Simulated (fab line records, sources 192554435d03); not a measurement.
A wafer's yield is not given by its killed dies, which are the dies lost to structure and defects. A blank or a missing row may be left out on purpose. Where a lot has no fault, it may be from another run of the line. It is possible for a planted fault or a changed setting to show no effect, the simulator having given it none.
The tool behind it: which one?    flow n5Finfet    24 lots, 72 wafers sampled, at 6 steps of a route of 1938

## WHAT THE GAUGES READ, wafer by wafer
N5_BEOL_M7_RS_MEAS_57: a four-point-probe measurement. Usual: M7_RS 0.284 ohm/sq, standard deviation 0.0078.
lot   measured      on            M7_RS (ohm/sq)     flag
L074  day 10 06:36  filmMetro-02  0.269 0.278 0.274  
L076  day 10 19:25  filmMetro-02  0.301 0.298 0.291  
L075  day 10 20:39  filmMetro-01  0.296 0.295 0.303  
L078  day 11 17:29  filmMetro-02  0.289 0.288 0.289  
L077  day 11 18:00  filmMetro-01  0.283 0.273 0.275  
L079  day 11 18:08  filmMetro-01  0.284 0.287 0.282  
L081  day 11 18:22  filmMetro-01  0.285 0.288 0.280  
L080  day 11 21:43  filmMetro-01  0.287 0.290 0.289  
L083  day 12 22:04  filmMetro-02  0.287 0.285 0.281  
L082  day 13 05:06  filmMetro-02  0.276 0.278 0.282  
L084  day 13 09:56  filmMetro-02  0.283 0.288 0.286  
L086  day 13 16:42  filmMetro-01  0.279 0.289 0.290  
L085  day 13 17:07  filmMetro-02  0.277 0.277 0.275  
L089  day 13 22:52  filmMetro-02  0.280 0.289 0.276  
L087  day 13 23:12  filmMetro-01  0.272 0.273 0.283  
L088  day 14 14:31  filmMetro-02  0.280 0.281 0.280  
L091  day 14 17:10  filmMetro-02  0.286 0.278 0.276  
L090  day 14 17:26  filmMetro-02  0.292 0.290 0.290  
L092  day 14 22:35  filmMetro-01  0.292 0.272 0.286  
L093  day 14 23:11  filmMetro-02  0.281 0.279 0.286  
L094  day 15 12:19  filmMetro-01  0.292 0.276 0.289  
L095  day 16 09:55  filmMetro-02  0.294 0.298 0.301  
L096  day 16 12:18  filmMetro-01  0.274 0.288 0.284  
L097  day 16 16:09  filmMetro-01  0.280 0.279 0.290  

N5_BEOL_M8_CD_MEAS_18: pitch 80 nm, target cd 40 nm. Usual: cdNm 40.1 nm, standard deviation 0.48.
lot   measured      on        cdNm (nm)       flag
L074  day 10 10:52  cdSem-02  39.8 39.7 39.1  
L076  day 11 01:45  cdSem-01  40.5 40.3 40.0  
L075  day 11 02:24  cdSem-02  40.1 40.0 39.9  
L078  day 11 20:48  cdSem-03  40.0 40.8 40.2  
L077  day 11 21:06  cdSem-01  39.1 39.1 39.5  
L079  day 11 21:14  cdSem-03  40.2 40.0 40.7  
L081  day 11 21:14  cdSem-01  39.3 39.2 39.3  
L080  day 12 02:17  cdSem-03  40.2 40.5 40.0  
L083  day 13 03:07  cdSem-01  40.4 39.8 39.9  
L082  day 13 07:46  cdSem-03  39.8 40.3 40.6  
L084  day 13 12:38  cdSem-03  39.1 39.7 39.9  
L086  day 13 19:13  cdSem-01  40.0 40.1 40.3  
L085  day 13 19:23  cdSem-02  40.6 40.4 40.5  
L089  day 14 00:49  cdSem-03  40.7 40.1 40.6  
L087  day 14 03:21  cdSem-01  40.0 39.4 39.3  
L088  day 14 18:23  cdSem-02  40.2 40.4 40.4  
L091  day 14 20:48  cdSem-03  40.5 40.0 40.0  
L090  day 14 21:12  cdSem-01  39.7 38.9 39.2  
L092  day 15 02:21  cdSem-03  39.5 39.7 40.1  
L093  day 15 02:23  cdSem-02  40.1 41.0 40.8  
L094  day 15 16:39  cdSem-01  40.4 39.7 39.7  
L095  day 16 12:04  cdSem-01  40.2 40.4 40.1  
L096  day 16 14:35  cdSem-01  39.8 40.0 40.0  
L097  day 17 05:59  cdSem-03  40.6 40.9 40.3  

N5_BEOL_M8_CD_MEAS_28: target cd 40 nm. Usual: cdNm 39.96 nm, standard deviation 0.22.
lot   measured      on        cdNm (nm)          flag
L074  day 10 12:44  cdSem-03  39.92 39.75 40.09  
L076  day 11 03:58  cdSem-03  39.96 39.86 40.49  
L075  day 11 03:53  cdSem-02  39.95 40.02 40.33  
L078  day 12 00:47  cdSem-01  39.92 40.09 39.94  
L077  day 12 01:31  cdSem-02  40.40 40.18 40.38  
L079  day 12 01:20  cdSem-02  39.81 39.98 39.37  
L081  day 12 00:57  cdSem-01  40.17 40.03 39.65  
L080  day 12 03:21  cdSem-02  39.99 40.09 40.13  
L083  day 13 03:41  cdSem-03  39.88 39.85 39.98  
L082  day 13 10:16  cdSem-02  40.33 40.09 40.07  
L084  day 13 13:04  cdSem-01  40.30 40.23 40.23  
L086  day 13 19:39  cdSem-03  40.07 40.22 40.19  
L085  day 13 19:54  cdSem-03  39.85 40.06 39.93  
L089  day 14 01:47  cdSem-03  39.73 39.92 39.85  
L087  day 14 04:02  cdSem-02  39.75 39.53 39.84  
L088  day 14 18:56  cdSem-02  39.83 39.83 39.90  
L091  day 14 21:16  cdSem-03  39.78 40.09 39.66  
L090  day 14 21:47  cdSem-02  39.68 39.91 39.88  
L092  day 15 03:52  cdSem-03  39.95 40.23 39.98  
L093  day 15 03:55  cdSem-01  40.21 40.01 39.95  
L094  day 15 18:35  cdSem-01  39.58 40.17 39.83  
L095  day 16 13:31  cdSem-01  39.95 40.15 40.24  
L096  day 16 15:47  cdSem-02  40.20 40.63 39.76  
L097  day 17 06:19  cdSem-02  39.83 39.93 40.02  

## WHAT TOOL EACH LOT RAN ON (gives the tool, then ch and the chambers of the sampled wafers, and finally the start)
lot   N5_BEOL_M7_SPUTTER_48        N5_BEOL_M8_PECVD_70              N5_BEOL_M8_HM_DEP_02
L074  pvdSputter-03, day 10 05:39  pecvd-04 ch 1,2, day 10 07:46    pvdSputter-02, day 10 09:44
L076  pvdSputter-02, day 10 18:29  pecvd-01 ch 0,1,2, day 10 20:35  pvdSputter-02, day 11 00:37
L075  pvdSputter-01, day 10 19:35  pecvd-04 ch 0,2, day 10 21:49    pvdSputter-02, day 11 01:09
L078  pvdSputter-01, day 11 16:04  pecvd-01 ch 0,1,2, day 11 18:10  pvdSputter-01, day 11 19:17
L077  pvdSputter-02, day 11 16:24  pecvd-02 ch 0,2, day 11 18:41    pvdSputter-01, day 11 19:29
L079  pvdSputter-02, day 11 16:29  pecvd-04 ch 0,1,2, day 11 18:50  pvdSputter-01, day 11 19:35
L081  pvdSputter-01, day 11 16:59  pecvd-02 ch 0,1, day 11 19:03    pvdSputter-01, day 11 19:41
L080  pvdSputter-03, day 11 20:47  pecvd-04 ch 0,1,2, day 11 22:23  pvdSputter-01, day 12 00:53
L083  pvdSputter-03, day 12 20:48  pecvd-01 ch 0,1,2, day 12 22:46  pvdSputter-03, day 13 02:11
L082  pvdSputter-02, day 13 03:51  pecvd-02 ch 0,2, day 13 05:48    pvdSputter-01, day 13 06:50
L084  pvdSputter-03, day 13 08:26  pecvd-01 ch 0,2, day 13 10:47    pvdSputter-01, day 13 10:58
L086  pvdSputter-01, day 13 15:46  pecvd-04 ch 1,2, day 13 17:23    pvdSputter-03, day 13 18:10
L085  pvdSputter-03, day 13 16:07  pecvd-01 ch 1,2, day 13 17:47    pvdSputter-03, day 13 18:16
L089  pvdSputter-02, day 13 21:56  pecvd-04 ch 0,1,2, day 13 23:34  pvdSputter-02, day 13 23:46
L087  pvdSputter-02, day 13 22:14  pecvd-01 ch 0,1,2, day 13 23:54  pvdSputter-02, day 14 02:02
L088  pvdSputter-02, day 14 13:35  pecvd-04 ch 0,1, day 14 15:16    pvdSputter-01, day 14 16:34
L091  pvdSputter-02, day 14 15:46  pecvd-04 ch 1,2, day 14 17:51    pvdSputter-01, day 14 19:45
L090  pvdSputter-01, day 14 16:29  pecvd-02 ch 0,1, day 14 18:07    pvdSputter-01, day 14 19:51
L092  pvdSputter-01, day 14 21:29  pecvd-04 ch 0,1,2, day 14 23:15  pvdSputter-01, day 15 00:31
L093  pvdSputter-01, day 14 22:14  pecvd-04 ch 0,1, day 15 00:21    pvdSputter-02, day 15 00:38
L094  pvdSputter-02, day 15 11:11  pecvd-01 ch 0,1, day 15 12:59    pvdSputter-01, day 15 15:22
L095  pvdSputter-01, day 16 08:53  pecvd-04 ch 0,1,2, day 16 10:36  pvdSputter-01, day 16 10:55
L096  pvdSputter-01, day 16 11:20  pecvd-02 ch 1,2, day 16 13:00    pvdSputter-03, day 16 13:24
L097  pvdSputter-03, day 16 15:12  pecvd-04 ch 0,1,2, day 16 16:49  pvdSputter-02, day 16 17:01
- N5_BEOL_M7_SPUTTER_48: material Cu, target thk 10 nm, time 1.667 s.
- N5_BEOL_M8_PECVD_70: deposits SiO2 from TEOS/O2, target thk 20 nm, time 22.7 s.
- N5_BEOL_M8_HM_DEP_02: deposits TiN, target thk 20 nm.

## AS READ BY THE TOOLS THEMSELVES (means over the sampled wafers that have a number; for cases with no such wafer, the mark the record gives instead)
N5_BEOL_M7_SPUTTER_48. Usual: substrateTempC -20.01 C, standard deviation 0.1; throttleValvePct 30.6 %, standard deviation 0.65.
lot   tool           substrateTempC (C)  throttleValvePct (%)  flag
L074  pvdSputter-03  -19.98              29.6                  
L076  pvdSputter-02  -20.05              30.0                  
L075  pvdSputter-01  -19.96              30.9                  
L078  pvdSputter-01  -19.90              31.3                  
L077  pvdSputter-02  -20.07              30.7                  
L079  pvdSputter-02  -19.88              30.4                  
L081  pvdSputter-01  -20.02              30.5                  
L080  pvdSputter-03  -19.98              30.2                  
L083  pvdSputter-03  -20.07              30.1                  
L082  pvdSputter-02  -20.07              30.3                  
L084  pvdSputter-03  -20.03              30.0                  
L086  pvdSputter-01  -19.94              30.7                  
L085  pvdSputter-03  -20.03              30.5                  
L089  pvdSputter-02  -20.01              30.3                  
L087  pvdSputter-02  -20.02              30.3                  
L088  pvdSputter-02  -20.09              30.3                  
L091  pvdSputter-02  -20.08              30.4                  
L090  pvdSputter-01  -20.09              30.7                  
L092  pvdSputter-01  -20.03              31.4                  
L093  pvdSputter-01  -19.98              31.0                  
L094  pvdSputter-02  -20.01              30.4                  
L095  pvdSputter-01  -20.02              31.2                  
L096  pvdSputter-01  -20.03              31.5                  
L097  pvdSputter-03  -19.99              30.1                  

N5_BEOL_M8_PECVD_70. Usual: heaterPowerW 691 W, standard deviation 61; showerheadPlenumPTorr 8.78 Torr, standard deviation 0.044; throttleValvePct 22.6 %, standard deviation 1.3.
lot   tool      heaterPowerW (W)  showerheadPlenumPTorr (Torr)  throttleValvePct (%)  flag
L074  pecvd-04  721               8.77                          21.8                  
L076  pecvd-01  666               8.79                          23.0                  
L075  pecvd-04  684               8.81                          23.1                  
L078  pecvd-01  673               8.78                          23.1                  
L077  pecvd-02  715               8.76                          22.1                  
L079  pecvd-04  715               8.79                          22.5                  
L081  pecvd-02  765               8.82                          21.8                  
L080  pecvd-04  676               8.78                          22.5                  
L083  pecvd-01  656               8.78                          23.2                  
L082  pecvd-02  721               8.80                          22.1                  
L084  pecvd-01  642               8.80                          21.6                  
L086  pecvd-04  658               8.77                          22.0                  
L085  pecvd-01  689               8.76                          24.2                  
L089  pecvd-04  735               8.77                          22.6                  
L087  pecvd-01  664               8.78                          23.2                  
L088  pecvd-04  643               8.80                          21.8                  
L091  pecvd-04  739               8.77                          22.0                  
L090  pecvd-02  731               8.78                          21.9                  
L092  pecvd-04  665               8.78                          22.6                  
L093  pecvd-04  692               8.81                          21.9                  
L094  pecvd-01  689               8.75                          24.0                  
L095  pecvd-04  723               8.78                          22.5                  
L096  pecvd-02  585               8.77                          22.5                  
L097  pecvd-04  696               8.78                          22.5                  

N5_BEOL_M8_HM_DEP_02. Usual: substrateTempC 24.99 C, standard deviation 0.1; throttleValvePct 30.7 %, standard deviation 0.68.
lot   tool           substrateTempC (C)  throttleValvePct (%)  flag
L074  pvdSputter-02  25.02               30.0                  
L076  pvdSputter-02  25.01               30.0                  
L075  pvdSputter-02  24.88               30.3                  
L078  pvdSputter-01  24.99               31.3                  
L077  pvdSputter-01  24.98               31.3                  
L079  pvdSputter-01  24.96               31.3                  
L081  pvdSputter-01  25.03               30.9                  
L080  pvdSputter-01  25.01               30.9                  
L083  pvdSputter-03  25.05               30.1                  
L082  pvdSputter-01  24.93               31.3                  
L084  pvdSputter-01  24.99               31.5                  
L086  pvdSputter-03  25.01               29.8                  
L085  pvdSputter-03  25.03               30.4                  
L089  pvdSputter-02  25.11               30.0                  
L087  pvdSputter-02  25.02               30.3                  
L088  pvdSputter-01  25.04               30.9                  
L091  pvdSputter-01  25.00               31.2                  
L090  pvdSputter-01  25.00               31.6                  
L092  pvdSputter-01  25.03               31.1                  
L093  pvdSputter-02  24.93               30.3                  
L094  pvdSputter-01  24.96               31.1                  
L095  pvdSputter-01  24.92               30.7                  
L096  pvdSputter-03  25.00               29.8                  
L097  pvdSputter-02  24.88               30.0                  

## THE ANSWER, worked out from the rows above alone
Rule: take the mean of a lot's wafers that have a number; if it is more than 3 standard deviations from the usual mean, the lot is off. A lot without any number at a reading at which 4 lots or more have one is off too. All remaining lots with rows at the step are treated as sound. After the gauges, taken in route order, come the tools' own readings; for these a lot's mean is taken, as printed above. At the first step where some lot is off, the reading lying furthest off is the one used; lots without a number count as furthest.
None of the lots is off at any reading shown; this tells nothing.

## WHAT WAS PUT IN BY THE SIMULATOR
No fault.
